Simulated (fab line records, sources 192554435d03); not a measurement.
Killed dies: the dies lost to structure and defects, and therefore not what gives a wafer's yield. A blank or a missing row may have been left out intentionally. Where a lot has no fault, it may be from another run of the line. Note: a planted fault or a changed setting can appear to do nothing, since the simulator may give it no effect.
Which tool did it? + flow n5Finfet + 7 lots with 21 wafers sampled at 8 steps, on a route of 1938 steps

## WHAT THE GAUGES READ, wafer by wafer
N5_BEOL_M4_OCD_MEAS_38. Usual: trenchDepthNm 55.5 nm, standard deviation 0.77.
| lot  | measured     | on     | trenchDepthNm (nm) | flag |
|------|--------------|--------|--------------------|------|
| L646 | day 7 23:53  | ocd-01 | 56.3 54.8 55.9     |      |
| L647 | day 8 11:51  | ocd-02 | 56.0 55.7 54.8     |      |
| L652 | day 9 19:54  | ocd-02 | 56.3 54.6 56.0     |      |
| L653 | day 10 06:49 | ocd-01 | 55.7 56.7 55.2     |      |
| L663 | day 12 09:55 | ocd-01 | 49.4 54.9 56.4     |      |
| L666 | day 12 18:09 | ocd-02 | 55.0 55.3 56.5     |      |
| L664 | day 12 21:11 | ocd-01 | 56.4 49.5 55.2     |      |

N5_BEOL_M4_THK_MEAS_53: measures by xrf. Usual: M4_THK typically reads 39.9 nm, with standard deviation 1.2.
| lot  | measured     | on           | M4_THK (nm)    | flag |
|------|--------------|--------------|----------------|------|
| L646 | day 8 05:40  | filmMetro-01 | 40.0 39.3 40.9 |      |
| L647 | day 8 17:08  | filmMetro-01 | 40.4 39.4 38.8 |      |
| L652 | day 9 23:42  | filmMetro-02 | 42.5 40.4 42.9 |      |
| L653 | day 10 10:54 | filmMetro-01 | 40.4 42.9 40.3 |      |
| L663 | day 12 13:37 | filmMetro-02 | 34.0 40.0 42.9 |      |
| L666 | day 12 22:04 | filmMetro-02 | 37.8 37.9 39.4 |      |
| L664 | day 13 00:40 | filmMetro-02 | 40.3 33.1 38.2 |      |

N5_BEOL_M4_RS_MEAS_58: the measuring method here is four-point-probe. Usual: M4_RS typically reads 0.672 ohm/sq, with standard deviation 0.027.
| lot  | measured     | on           | M4_RS (ohm/sq)    | flag |
|------|--------------|--------------|-------------------|------|
| L646 | day 8 06:01  | filmMetro-01 | 0.669 0.682 0.650 |      |
| L647 | day 8 17:23  | filmMetro-01 | 0.664 0.682 0.700 |      |
| L652 | day 9 23:58  | filmMetro-02 | 0.628 0.676 0.623 |      |
| L653 | day 10 11:10 | filmMetro-02 | 0.658 0.611 0.657 |      |
| L663 | day 12 13:54 | filmMetro-01 | 0.824 0.667 0.613 |      |
| L666 | day 12 22:20 | filmMetro-01 | 0.719 0.711 0.683 |      |
| L664 | day 13 00:55 | filmMetro-02 | 0.662 0.854 0.710 |      |

N5_BEOL_M4_RC_MEAS_101. Usual: DIBL_N 36.5 mV/V, standard deviation 1.4; DIBL_P 36.6 mV/V, standard deviation 1.6; IOFF_N 0.160 nA/um, standard deviation 0.024; IOFF_P 0.217 nA/um, standard deviation 0.029; ION_N 674 uA/um, standard deviation 8.7; ION_P 464 uA/um, standard deviation 6.5; SERP_M4_max_site 210 ohm/um, standard deviation 15; SS_N 71.6 mV/dec, standard deviation 0.47; SS_P 73.4 mV/dec, standard deviation 0.57; VT_N 250.0 mV, standard deviation 2.5; VT_P -250 mV, standard deviation 3.1.
| lot  | measured     | on        | DIBL_N (mV/V)  | DIBL_P (mV/V)  | IOFF_N (nA/um)    | IOFF_P (nA/um)    | ION_N (uA/um) | ION_P (uA/um) | SERP_M4_max_site (ohm/um) | SS_N (mV/dec)  | SS_P (mV/dec)  | VT_N (mV)         | VT_P (mV)      | flag |
|------|--------------|-----------|----------------|----------------|-------------------|-------------------|---------------|---------------|---------------------------|----------------|----------------|-------------------|----------------|------|
| L646 | day 8 06:04  | prober-02 | 34.3 35.2 35.5 | 35.8 36.7 36.3 | 0.140 0.143 0.152 | 0.193 0.203 0.208 | 663 666 671   | 465 461 462   | 207 228 195               | 71.6 71.8 71.7 | 72.8 72.6 73.3 | 250.5 251.5 249.1 | -251 -251 -249 |      |
| L647 | day 8 17:36  | prober-01 | 36.9 34.8 37.4 | 37.8 34.3 37.7 | 0.177 0.138 0.188 | 0.222 0.175 0.220 | 669 678 690   | 460 463 466   | 212 217 208               | 71.7 70.9 71.8 | 73.2 73.1 74.0 | 248.6 253.1 247.8 | -249 -252 -250 |      |
| L652 | day 10 00:01 | prober-01 | 38.3 35.9 37.5 | 38.1 33.7 36.4 | 0.188 0.130 0.166 | 0.269 0.193 0.238 | 683 663 663   | 473 467 462   | 195 208 201               | 71.7 71.6 72.2 | 74.7 72.2 73.8 | 248.0 253.9 250.4 | -245 -249 -250 |      |
| L653 | day 10 11:13 | prober-01 | 36.3 37.1 36.9 | 37.3 37.9 37.7 | 0.169 0.187 0.176 | 0.261 0.267 0.256 | 678 673 689   | 474 474 474   | 179 172 197               | 71.1 72.0 71.9 | 74.2 73.4 73.4 | 248.6 245.1 248.4 | -245 -243 -244 |      |
| L663 | day 12 14:25 | prober-01 | 36.7 36.8 35.0 | 38.8 39.0 36.9 | 0.167 0.173 0.146 | 0.226 0.231 0.194 | 666 669 672   | 463 459 460   | 264 209 181               | 72.0 71.6 71.7 | 74.2 73.8 73.3 | 249.4 250.7 250.6 | -253 -250 -252 |      |
| L666 | day 12 22:23 | prober-01 | 35.9 34.7 35.5 | 35.8 34.1 34.8 | 0.153 0.133 0.139 | 0.224 0.208 0.221 | 681 670 662   | 465 466 465   | 228 231 218               | 71.5 70.7 71.4 | 73.0 73.3 73.3 | 249.2 252.9 250.5 | -249 -246 -246 |      |
| L664 | day 13 00:58 | prober-02 | 36.2 35.5 36.5 | 36.9 36.7 37.8 | 0.150 0.149 0.161 | 0.209 0.202 0.225 | 667 673 674   | 461 465 464   | 205 245 227               | 72.2 71.7 72.0 | 73.3 73.1 73.4 | 252.9 250.4 252.8 | -251 -252 -250 |      |

## WHICH TOOL RAN EACH LOT (tool, then ch and the chambers of the sampled wafers, then the start)
| lot  | N5_BEOL_M4_STRIP_66               | N5_BEOL_M4_STRIP_36               | N5_BEOL_M4_TRENCH_ETCH_37         | N5_BEOL_M4_ALD_84                  |
|------|-----------------------------------|-----------------------------------|-----------------------------------|------------------------------------|
| L646 | rieDiel-01 ch 1,2,3, day 7 18:02  | rieDiel-02 ch 0,1,2, day 7 23:42  | rieDiel-02 ch 0,1,2, day 7 23:44  | aldMetal-01 ch 0,3, day 8 00:52    |
| L647 | rieDiel-06 ch 0,3, day 8 05:10    | rieDiel-02 ch 1,2, day 8 11:39    | rieDiel-02 ch 1,2, day 8 11:41    | aldMetal-04 ch 1,2, day 8 12:11    |
| L652 | rieDiel-01 ch 0,1,2, day 9 11:22  | rieDiel-01 ch 1,2,3, day 9 19:43  | rieDiel-01 ch 1,2,3, day 9 19:45  | aldMetal-02 ch 1,2,3, day 9 20:26  |
| L653 | rieDiel-01 ch 0,2, day 9 21:10    | rieDiel-02 ch 0,1,2, day 10 06:37 | rieDiel-02 ch 0,1,2, day 10 06:40 | aldMetal-01 ch 2,3, day 10 07:34   |
| L663 | rieDiel-02 ch 2,3, day 12 04:34   | rieDiel-02 ch 0,1,2, day 12 09:43 | rieDiel-02 ch 0,1,2, day 12 09:45 | aldMetal-04 ch 0,1,3, day 12 10:32 |
| L666 | rieDiel-01 ch 0,1,3, day 12 15:48 | rieDiel-01 ch 1,2,3, day 12 17:58 | rieDiel-01 ch 1,2,3, day 12 18:00 | aldMetal-02 ch 0,2,3, day 12 18:50 |
| L664 | rieDiel-06 ch 2,3, day 12 19:05   | rieDiel-02 ch 0,2,3, day 12 20:59 | rieDiel-02 ch 0,2,3, day 12 21:01 | aldMetal-02 ch 1,2, day 12 21:40   |
- N5_BEOL_M4_STRIP_66: strips in CF4.
- N5_BEOL_M4_STRIP_36: strips in N2/H2.
- N5_BEOL_M4_TRENCH_ETCH_37: etches SiOC in C4F6/O2, target depth 55.555 nm, time 29.2 s.
- N5_BEOL_M4_ALD_84: deposits TaN, pulse time 2 s, purge time 3 s, co reactant purge time 2 s.

## WHAT THE TOOLS THEMSELVES READ (means of the sampled wafers that have a number; where no wafer has one, the mark that the record gives instead)
N5_BEOL_M4_STRIP_66. Usual: drypumpMotorCurrentA 5.7 A, standard deviation 0.43; oesProductAu 0.77 a.u., standard deviation 0.073; powerW 300.0 W, standard deviation 0.99; rfVppV 271.5 V, standard deviation 1.8; showerheadPlenumPTorr 1.82 Torr, standard deviation 0.066; throttleValvePct 13.61 %, standard deviation 0.27.
| lot  | tool       | drypumpMotorCurrentA (A) | oesProductAu (a.u.) | powerW (W) | rfVppV (V) | showerheadPlenumPTorr (Torr) | throttleValvePct (%) | flag |
|------|------------|--------------------------|---------------------|------------|------------|------------------------------|----------------------|------|
| L646 | rieDiel-01 | 5.6                      | 0.77                | 299.9      | 272.5      | 1.87                         | 13.63                |      |
| L647 | rieDiel-06 | 6.2                      | 0.80                | 300.2      | 270.4      | 1.79                         | 13.65                |      |
| L652 | rieDiel-01 | 5.4                      | 0.75                | 299.9      | 271.1      | 1.82                         | 13.73                |      |
| L653 | rieDiel-01 | 5.4                      | 0.71                | 299.8      | 270.0      | 1.76                         | 13.90                |      |
| L663 | rieDiel-02 | 6.0                      | 0.74                | 299.9      | 270.9      | 1.82                         | 13.48                |      |
| L666 | rieDiel-01 | 5.8                      | 0.74                | 300.3      | 271.8      | 1.82                         | 13.70                |      |
| L664 | rieDiel-06 | 5.7                      | 0.71                | 299.9      | 272.2      | 1.82                         | 13.99                |      |

N5_BEOL_M4_STRIP_36. Usual: drypumpMotorCurrentA is 5.8 A with standard deviation 0.44, oesProductAu is 0.79 a.u. with standard deviation 0.084, powerW is 449.9 W with standard deviation 1.4, rfVppV is 59.2 V with standard deviation 1.4, showerheadPlenumPTorr is 2.57 Torr with standard deviation 0.1, tempC is 39.98 C with standard deviation 0.1, and throttleValvePct is 23.63 % with standard deviation 0.27.
| lot  | tool       | drypumpMotorCurrentA (A) | oesProductAu (a.u.) | powerW (W) | rfVppV (V) | showerheadPlenumPTorr (Torr) | tempC (C) | throttleValvePct (%) | flag |
|------|------------|--------------------------|---------------------|------------|------------|------------------------------|-----------|----------------------|------|
| L646 | rieDiel-02 | 6.0                      | 0.72                | 451.2      | 59.3       | 2.56                         | 40.05     | 23.68                |      |
| L647 | rieDiel-02 | 6.2                      | 0.76                | 450.0      | 59.5       | 2.65                         | 39.94     | 23.61                |      |
| L652 | rieDiel-01 | 5.6                      | 0.76                | 451.6      | 61.2       | 2.65                         | 39.89     | 23.70                |      |
| L653 | rieDiel-02 | 6.0                      | 0.80                | 448.6      | 58.6       | 2.66                         | 39.86     | 23.62                |      |
| L663 | rieDiel-02 | 6.0                      | 0.79                | 450.0      | 59.6       | 2.65                         | 40.01     | 23.62                |      |
| L666 | rieDiel-01 | 5.6                      | 0.83                | 450.4      | 59.4       | 2.64                         | 39.95     | 23.60                |      |
| L664 | rieDiel-02 | 5.8                      | 0.78                | 449.6      | 58.3       | 2.59                         | 40.02     | 23.46                |      |

N5_BEOL_M4_TRENCH_ETCH_37. Usual: drypumpMotorCurrentA 5.8 A, standard deviation 0.44; oes_f_703_au 0.79 a.u., standard deviation 0.079; oes_o_777_au 0.79 a.u., standard deviation 0.079; oesProductAu 0.79 a.u., standard deviation 0.083; rfFwdPowerW 350.5 W, standard deviation 1.7; rfVppV 664 V, standard deviation 5.4; showerheadPlenumPTorr 2.88 Torr, standard deviation 0.1; throttleValvePct 20.82 %, standard deviation 0.21.
| lot  | tool       | drypumpMotorCurrentA (A) | oes_f_703_au (a.u.) | oes_o_777_au (a.u.) | oesProductAu (a.u.) | rfFwdPowerW (W) | rfVppV (V) | showerheadPlenumPTorr (Torr) | throttleValvePct (%) | flag |
|------|------------|--------------------------|---------------------|---------------------|---------------------|-----------------|------------|------------------------------|----------------------|------|
| L646 | rieDiel-02 | 6.0                      | 0.74                | 0.74                | 0.73                | 350.7           | 660        | 2.87                         | 20.82                |      |
| L647 | rieDiel-02 | 6.2                      | 0.77                | 0.77                | 0.75                | 350.3           | 663        | 2.97                         | 20.78                |      |
| L652 | rieDiel-01 | 5.6                      | 0.76                | 0.76                | 0.76                | 350.6           | 666        | 2.96                         | 20.90                |      |
| L653 | rieDiel-02 | 6.0                      | 0.81                | 0.81                | 0.80                | 351.0           | 663        | 2.97                         | 20.74                |      |
| L663 | rieDiel-02 | 6.0                      | 0.72                | 0.73                | 0.76                | 324.0           | 697        | 2.96                         | 20.74                | OFF  |
| L666 | rieDiel-01 | 5.6                      | 0.83                | 0.83                | 0.83                | 350.0           | 666        | 2.94                         | 20.80                |      |
| L664 | rieDiel-02 | 5.8                      | 0.72                | 0.73                | 0.77                | 322.1           | 700        | 2.91                         | 20.69                | OFF  |

N5_BEOL_M4_ALD_84. Usual: heaterPowerW 439 W, standard deviation 34.
| lot  | tool        | heaterPowerW (W) | flag |
|------|-------------|------------------|------|
| L646 | aldMetal-01 | 434              |      |
| L647 | aldMetal-04 | 455              |      |
| L652 | aldMetal-02 | 449              |      |
| L653 | aldMetal-01 | 441              |      |
| L663 | aldMetal-04 | 449              |      |
| L666 | aldMetal-02 | 434              |      |
| L664 | aldMetal-02 | 431              |      |

## THE ANSWER, worked out from the rows above alone
Rule: a lot counts as off when the mean over its wafers that have a number is more than 3 standard deviations away from the usual mean. A lot without any number at a reading at which 4 lots or more have one is off too. Any other lot the step has rows for is counted as sound. After the gauges, taken in route order, come the tools' own readings; for these a lot's mean is taken, as printed above. At the first step where some lot is off, the reading lying furthest off is the one used; lots without a number count as furthest.
Off, at N5_BEOL_M4_TRENCH_ETCH_37 on rfFwdPowerW: L663, L664.
A tool fits if, at that step or a process step before it, it ran every lot that is off, and no sound lot after the first of them. One fits: N5_BEOL_M4_STRIP_36 and N5_BEOL_M4_TRENCH_ETCH_37 on rieDiel-02. At N5_BEOL_M4_STRIP_36 its last sound lot is L653 (day 10 06:37), its first lot that is off L663 (day 12 09:43): a fault that began between those two fits.

## WHAT HAD BEEN PUT IN BY THE SIMULATOR
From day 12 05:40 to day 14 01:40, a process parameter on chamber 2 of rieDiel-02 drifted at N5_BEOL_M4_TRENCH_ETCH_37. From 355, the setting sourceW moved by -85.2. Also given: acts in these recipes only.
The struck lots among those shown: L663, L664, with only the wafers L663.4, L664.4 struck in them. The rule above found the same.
